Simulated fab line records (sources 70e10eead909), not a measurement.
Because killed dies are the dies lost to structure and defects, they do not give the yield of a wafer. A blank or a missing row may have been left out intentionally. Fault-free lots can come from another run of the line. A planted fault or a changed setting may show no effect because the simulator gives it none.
fab line records    flow nand_harc
record: lots: 14  wafers: 42  last_day: 33
route steps=1302 shown P_BONDPAD@374 A_ZERO_WELL@405 A_SOURCE_PLATE@418 A_ONON_D1@437 END@1302
lots with no fault: from the same line, run without faults
start_h: the number of hours between the record's first day and the start of the first shown wafer of the lot    wait_h: how many hours have passed since the lot's step before this one    " as in the row above    L1.1+2: a single row standing in for several wafers    - value missing, or start not given    * or withheld: withheld    < > ~ a bound
route shown NAME@n: NAME is a module with steps in the file, n the number in the route of the first one    usual: mean/standard deviation taken from wafers without a fault    same: alike in all rows    chamber/n: place in a boat    sites: readings site by site    _std_site: standard deviation across them    _edge_site: outer sites' mean less inner sites'    radius_mm: for every site, how far away it sits from the centre of the wafer    mask NAME#n: copy n    behind: the most recent tool/chamber to have shaped the wafer    hold: why the lot went on hold/how many hours it stayed there/how the hold came to an end    device: the transistor (n, p or np) that didn't switch    end of line: at the end of the route, the tests of the same wafers    a step with no rows: only its recipe    killed: at the first sort, the dies lost to defects and structure; wafer yield is something else    map: a wafer's dies, marking killed ones x, the rest . and places with no die _
set.NAME: the run value of the setting; set.NAME@STEP: its run value at that earlier step    model.NAME: the simulator's own value behind a step, which no gauge read
the route's steps for a sample of lots (tables are steps, rows are wafers)
services: when a tool's chamber went out of use (start_h, in hours from the record's first day, below 0 if earlier), for how many hours, and the reason
== steps ==
step: NHARC_P_BONDPAD_DEGAS_25
recipe: temp_c: 300  time_s: 60
usual: heater_power_w: 464/45
lot.wafer  tool            chamber  start_h  wait_h  heater_power_w
L675.1     pvd_sputter-01  -        143.36   -       462
L675.2     "               -        "        "       419
L675.6     "               -        "        "       465
L676.4     pvd_sputter-01  -        154.86   -       413
L676.3     "               -        "        "       446
L676.5     "               -        "        "       515
L679.3     pvd_sputter-02  -        186.42   -       473
L679.2     "               -        "        "       389
L679.5     "               -        "        "       503
L680.3     pvd_sputter-01  -        197.93   -       511
L680.4     "               -        "        "       524
L680.2     "               -        "        "       466
L682.3     pvd_sputter-03  -        218.30   -       428
L682.1     "               -        "        "       447
L682.5     "               -        "        "       405
L683.3     pvd_sputter-02  -        221.81   -       497
L683.1     "               -        "        "       471
L683.6     "               -        "        "       518
L684.3     pvd_sputter-01  -        241.57   -       502
L684.2     "               -        "        "       502
L684.1     "               -        "        "       423
L686.2     pvd_sputter-01  -        252.32   -       410
L686.3     "               -        "        "       422
L686.5     "               -        "        "       516
L689.2     pvd_sputter-01  -        282.87   -       490
L689.1     "               -        "        "       500
L689.3     "               -        "        "       401
L688.2     pvd_sputter-03  -        284.17   -       441
L688.3     "               -        "        "       434
L688.5     "               -        "        "       426
L690.3     pvd_sputter-02  -        301.04   -       489
L690.6     "               -        "        "       397
L690.5     "               -        "        "       492
L693.4     pvd_sputter-01  -        333.76   -       515
L693.2     "               -        "        "       405
L693.5     "               -        "        "       418
L695.3     pvd_sputter-01  -        353.26   -       418
L695.1     "               -        "        "       419
L695.5     "               -        "        "       492
L696.1     pvd_sputter-02  -        356.45   -       486
L696.4     "               -        "        "       397
L696.3     "               -        "        "       499
step: NHARC_A_ZERO_WELL_ETCH_13
recipe: target_depth_a: 1200  time_s: 40.1  hbr_flow_sccm: 150  cl2_flow_sccm: 50  rf_w: 400  icp_w: 400  bias_w: 100  chemistry: HBr/Cl2
usual: drypump_motor_current_A: 5.9/0.5  oes_product_au: 1.000/0.0095  throttle_valve_pct: 26.407/0.0085
lot.wafer  tool       chamber  start_h  wait_h  drypump_motor_current_A  oes_product_au  rf_hours_counter_h  throttle_valve_pct
L675.2     rie_si-05  2        146.64   -       6.2                      1.022           0.06                26.408
L675.1     "          3        "        "       5.9                      0.992           0.08                26.413
L675.6     "          1        "        "       6.4                      0.995           -                   26.410
L676.4     rie_si-01  1        158.11   -       5.0                      0.997           0.78                26.389
L676.3     "          3        "        "       6.6                      0.997           1.02                26.398
L676.5     "          2        "        "       5.9                      1.000           -                   26.411
L679.2     rie_si-05  2        189.61   -       6.2                      1.008           0.32                26.399
L679.3     "          0        "        "       5.5                      1.013           0.27                26.405
L679.5     "          2        "        "       6.2                      1.010           -                   26.409
L680.2     rie_si-05  1        201.26   -       6.4                      0.994           0.46                26.403
L680.4     "          2        "        "       6.2                      0.997           0.41                26.410
L680.3     "          0        "        "       5.5                      0.994           0.37                26.411
L682.1     rie_si-01  3        221.54   -       6.6                      1.008           0.06                26.397
L682.3     "          0        "        "       5.8                      0.998           0.06                26.402
L682.5     "          3        "        "       6.6                      1.015           -                   26.414
L683.1     rie_si-05  0        225.10   -       5.5                      1.011           0.50                26.401
L683.3     "          2        "        "       6.2                      1.003           0.67                26.422
L683.6     "          1        "        "       6.5                      1.003           -                   26.410
L684.2     rie_si-03  0        244.87   -       6.2                      1.015           0.10                26.411
L684.1     "          1        "        "       5.7                      0.974           0.10                26.409
L684.3     "          2        "        "       5.0                      0.998           0.08                26.398
L686.3     rie_si-01  2        255.61   -       6.0                      0.995           0.38                26.414
L686.2     "          3        "        "       6.6                      0.994           0.34                26.416
L686.5     "          0        "        "       5.8                      0.994           -                   26.405
L689.1     rie_si-01  1        286.11   -       4.9                      0.993           0.44                26.403
L689.2     "          2        "        "       5.9                      0.986           0.48                26.404
L689.3     "          3        "        "       6.6                      0.989           0.53                26.421
L688.2     rie_si-01  3        287.45   -       6.6                      0.994           0.56                26.417
L688.3     "          0        "        "       5.8                      0.994           0.54                26.398
L688.5     "          3        "        "       6.6                      0.995           -                   26.403
L690.3     rie_si-05  1        304.32   -       6.5                      0.987           1.26                26.397
L690.5     "          1        "        "       6.5                      0.987           -                   26.392
L690.6     "          2        "        "       6.3                      0.999           -                   26.404
L693.2     rie_si-01  3        337.04   -       6.6                      1.009           0.81                26.399
L693.4     "          0        "        "       5.8                      0.999           0.81                26.408
L693.5     "          3        "        "       6.6                      1.005           -                   26.399
L695.1     rie_si-03  2        356.42   -       5.0                      0.994           0.77                26.411
L695.3     "          3        "        "       5.7                      1.012           0.79                26.415
L695.5     "          3        "        "       5.7                      1.023           -                   26.416
L696.3     rie_si-03  0        359.63   -       6.2                      1.013           0.81                26.392
L696.4     "          1        "        "       5.7                      1.001           0.76                26.413
L696.1     "          3        "        "       5.6                      1.017           0.84                26.400
step: NHARC_A_SOURCE_PLATE_CVD_03
recipe: target_thk_a: 2000  temp_c: 620  pressure_mtorr: 200  time_s: 4000  material: poly-Si
usual: pressure_mtorr: 200.1/0.38  run_length_s: 4001.1/0.49  zone_power_upper_pct: 8.4/0.73
lot.wafer  tool           chamber  start_h  wait_h  pressure_mtorr  run_length_s  zone_power_upper_pct
L675.1     lpcvd_poly-01  0        155.74   -       199.9           4000.4        9.5
L675.2     "              0        "        "       199.9           4000.4        9.2
L675.6     "              0        "        "       199.7           4000.4        9.4
L676.3     lpcvd_poly-03  0        169.43   -       200.2           4001.5        8.0
L676.4     "              0        "        "       200.9           4001.5        8.0
L676.5     "              0        "        "       201.0           4001.5        8.1
L679.2     lpcvd_poly-01  0        200.62   -       200.6           4000.2        9.6
L679.3     "              0        "        "       200.8           4000.2        9.5
L679.5     "              0        "        "       200.6           4000.2        9.4
L680.2     lpcvd_poly-01  0        212.62   -       200.0           4000.3        9.5
L680.3     "              0        "        "       200.4           4000.3        9.5
L680.4     "              0        "        "       200.2           4000.3        9.5
L682.1     lpcvd_poly-03  -        232.53   -       -               -             -
L682.3     "              -        "        "       -               -             -
L682.5     "              -        "        "       -               -             -
L683.1     lpcvd_poly-04  -        235.61   -       -               -             -
L683.3     "              -        "        "       -               -             -
L683.6     "              -        "        "       -               -             -
L684.1     lpcvd_poly-01  -        255.39   -       -               -             -
L684.2     "              -        "        "       -               -             -
L684.3     "              -        "        "       -               -             -
L686.2     lpcvd_poly-04  0        266.63   -       200.7           4000.4        7.2
L686.3     "              0        "        "       200.1           4000.4        7.3
L686.5     "              0        "        "       200.7           4000.4        7.3
L688.2     lpcvd_poly-03  0        296.93   -       200.3           4001.8        8.1
L688.3     "              0        "        "       199.7           4001.8        8.1
L688.5     "              0        "        "       199.6           4001.8        8.2
L689.1     lpcvd_poly-03  0        296.93   -       199.7           4001.5        8.1
L689.2     "              0        "        "       200.2           4001.5        8.1
L689.3     "              0        "        "       199.4           4001.5        8.1
L690.3     lpcvd_poly-03  0        314.75   -       199.4           4001.7        8.1
L690.5     "              0        "        "       199.8           4001.7        8.0
L690.6     "              0        "        "       199.4           4001.7        8.1
L693.2     lpcvd_poly-01  0        349.05   -       200.5           4000.8        9.5
L693.4     "              0        "        "       200.1           4000.8        9.4
L693.5     "              0        "        "       199.7           4000.8        9.3
L695.1     lpcvd_poly-03  0        366.97   -       200.5           4001.6        8.1
L695.3     "              0        "        "       199.7           4001.6        8.1
L695.5     "              0        "        "       200.0           4001.6        8.0
L696.1     lpcvd_poly-03  0        370.68   -       199.4           4001.2        8.0
L696.3     "              0        "        "       199.7           4001.2        8.1
L696.4     "              0        "        "       200.2           4001.2        8.1
step: NHARC_A_SOURCE_PLATE_THK_MEAS_06
recipe: thk_meas_gauge: ellipsometry
usual: thk_nm: 199.6/1.9
lot.wafer  tool           chamber  start_h  wait_h  thk_nm
L675.1     film_metro-02  -        166.15   0.4     199.1
L675.2     "              -        "        "       197.0
L675.6     "              -        "        "       199.1
L676.3     film_metro-02  -        179.80   0.4     197.6
L676.4     "              -        "        "       199.2
L676.5     "              -        "        "       198.6
L679.2     film_metro-01  -        213.18   0.4     196.2
L679.3     "              -        "        "       200.3
L679.5     "              -        "        "       198.7
L680.2     film_metro-01  -        223.16   0.4     198.2
L680.3     "              -        "        "       196.6
L680.4     "              -        "        "       196.7
L682.1     film_metro-01  -        242.84   0.4     50.8
L682.3     "              -        "        "       48.9
L682.5     "              -        "        "       49.8
L683.1     film_metro-02  -        246.09   0.4     51.0
L683.3     "              -        "        "       51.3
L683.6     "              -        "        "       49.4
L684.1     film_metro-01  -        265.60   0.4     52.1
L684.2     "              -        "        "       50.0
L684.3     "              -        "        "       48.0
L686.2     film_metro-02  -        276.96   0.4     202.2
L686.3     "              -        "        "       200.0
L686.5     "              -        "        "       200.3
L689.1     film_metro-01  -        308.28   0.4     199.8
L689.2     "              -        "        "       198.8
L689.3     "              -        "        "       196.2
L688.2     film_metro-02  -        308.30   0.4     197.0
L688.3     "              -        "        "       198.7
L688.5     "              -        "        "       202.4
L690.3     film_metro-02  -        324.68   0.4     201.0
L690.5     "              -        "        "       202.1
L690.6     "              -        "        "       199.2
L693.2     film_metro-01  -        359.44   0.4     197.1
L693.4     "              -        "        "       201.0
L693.5     "              -        "        "       199.7
L695.1     film_metro-01  -        377.42   0.4     197.8
L695.3     "              -        "        "       200.6
L695.5     "              -        "        "       201.8
L696.1     film_metro-01  -        381.09   0.4     198.1
L696.3     "              -        "        "       199.2
L696.4     "              -        "        "       198.8
step: NHARC_A_ONON_D1_THK_MEAS_18
recipe: thk_meas_gauge: ellipsometry
usual: thk_nm: 1001/12
lot.wafer  tool           chamber  start_h  wait_h  thk_nm
L675.1     film_metro-02  -        176.83   -       1008
L675.2     "              -        "        "       1008
L675.6     "              -        "        "       1009
L676.3     film_metro-02  -        192.18   -       996
L676.4     "              -        "        "       996
L676.5     "              -        "        "       995
L679.2     film_metro-02  -        228.43   -       987
L679.3     "              -        "        "       987
L679.5     "              -        "        "       988
L680.2     film_metro-02  -        236.15   -       1010
L680.3     "              -        "        "       1010
L680.4     "              -        "        "       1010
L686.2     film_metro-01  -        287.66   -       990
L686.3     "              -        "        "       991
L686.5     "              -        "        "       989
L688.2     film_metro-02  -        321.63   -       1000
L688.3     "              -        "        "       1000
L688.5     "              -        "        "       1001
L689.1     film_metro-01  -        321.98   -       1005
L689.2     "              -        "        "       1004
L689.3     "              -        "        "       1005
L690.3     film_metro-01  -        335.45   -       998
L690.5     "              -        "        "       1000
L690.6     "              -        "        "       1002
L693.2     film_metro-01  -        370.19   -       997
L693.4     "              -        "        "       998
L693.5     "              -        "        "       998
L695.1     film_metro-01  -        388.15   -       1009
L695.3     "              -        "        "       1007
L695.5     "              -        "        "       1008
L696.1     film_metro-02  -        395.99   -       989
L696.3     "              -        "        "       990
L696.4     "              -        "        "       988
step: NHARC_END_SORT_01
recipe: temp_c: 25
usual: killed_at_array: 49/19  killed_at_other: 0.9/1.1  killed_at_periphery: 4.0/2.7  killed_dies: 54/19  killed_open: 3.3/1.8  killed_short: 2.6/1.6
same: gross_dies: 677
lot.wafer  tool       chamber  start_h  wait_h  killed_at_array  killed_at_other  killed_at_periphery  killed_dies  killed_open  killed_short
L682.1     prober-01  0        646.04   2.5     677              0                0                    677          0            0
L682.3     prober-01  0        647.64   3.1     675              1                1                    677          2            4
L682.5     prober-01  0        649.23   3.7     671              3                3                    677          3            7
killed by level:class
L682.1 A_SOURCE_PLATE:area_cvd=636 A_SLIT:chamber_film_flake=21 A_CHANNEL_HOLE_D2:chamber_film_flake=11 A_CHANNEL_HOLE_D1:chamber_film_flake=4 A_STAIRCASE:chamber_film_flake=2 A_CONTACT:chamber_film_flake=2 A_SGD_CUT:chamber_film_flake=1
L682.3 A_SOURCE_PLATE:area_cvd=636 A_SLIT:chamber_film_flake=17 A_CHANNEL_HOLE_D2:chamber_film_flake=12 A_CONTACT:chamber_film_flake=4 A_M0:geometric_particle:short=2 P_CONTACT:geometric_particle:open=1 A_CHANNEL_FILL_D1:geometric_particle:short=1 A_CHANNEL_FILL_D2:geometric_particle:open=1
L682.5 A_SOURCE_PLATE:area_cvd=638 A_SLIT:chamber_film_flake=11 A_CHANNEL_HOLE_D2:chamber_film_flake=8 A_ONON_D1:geometric_particle:short=3 A_CONTACT:chamber_film_flake=3 A_WL_FILL:chamber_film_flake=2 THIN_TSV:chamber_film_flake=2 P_GATE:geometric_particle:open=1
== services ==
tool            chamber  start_h  hours  kind
rie_si-05       -        128.00   9.0    pm
pvd_sputter-02  -        150.74   3.4    repair
pvd_sputter-02  -        172.72   1.0    repair
pvd_sputter-01  -        180.58   1.8    repair
rie_si-01       3        183.98   4.1    repair
rie_si-01       -        193.00   9.0    pm
rie_si-01       0        193.00   9.0    vent_cycle
rie_si-01       1        193.00   9.0    vent_cycle
rie_si-01       2        193.00   9.0    vent_cycle
rie_si-01       3        193.00   9.0    vent_cycle
rie_si-03       -        221.00   9.0    pm
pvd_sputter-01  -        226.04   10.0   pm
lpcvd_poly-01   -        240.11   11.8   repair
rie_si-03       1        259.10   6.8    repair
rie_si-03       2        263.16   2.7    repair
rie_si-01       -        279.73   0.2    repair
pvd_sputter-02  -        282.07   10.0   pm
pvd_sputter-02  -        295.20   1.3    repair
rie_si-05       -        305.00   9.0    pm
pvd_sputter-03  -        348.02   10.0   pm
rie_si-01       -        355.28   1.2    repair
rie_si-03       2        359.76   2.0    repair
rie_si-05       1        364.20   11.5   repair
rie_si-01       -        370.00   9.0    pm
== key ==
first_sign: step: NHARC_A_SOURCE_PLATE_CVD_03  reading: tool_record  direction: missing
effect: step: NHARC_A_SOURCE_PLATE_THK_MEAS_06  reading: thk_nm  direction: down  sigmas: 77  usual: 199.6  struck: 50.1
effect: step: NHARC_END_SORT_01  reading: killed_at_array  direction: up  sigmas: 33  usual: 49  struck: 674
more_kills_born_at: NHARC_A_SOURCE_PLATE_CVD_03@lpcvd_poly-03: 1910
met_at NHARC_A_SOURCE_PLATE_CVD_03
struck_lots L682,L683,L684
rows_end L683.1,L683.3,L683.6,L684.1,L684.2,L684.3
later_rows_left_out L682.1,L682.3,L682.5
tester_left_out L682
not_acting_at NHARC_P_BONDPAD_DEGAS_25,NHARC_A_ZERO_WELL_ETCH_13,NHARC_A_ONON_D1_THK_MEAS_18
onset_between 212.62 232.53
fault: kind: skipped_step_whole  tool: lpcvd_poly-01,lpcvd_poly-03,lpcvd_poly-04  chamber: -  onset_h: 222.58  steps: NHARC_A_SOURCE_PLATE_CVD_03  scope: struck_lots_only
tester_left_out: of these lots the tester's yield and bins aren't shown, on N5 and GAA mostly nor the transistor test; their killed dies are dies lost to structure and defects alone, not to doping, threshold or leakage, so they don't give the yield
later_rows_left_out: the simulator's readings of these wafers behind a module that went badly wrong aren't trusted and aren't shown, but for the sort
rows_end: these wafers met a further fault down the route, and their rows from its step on are left out
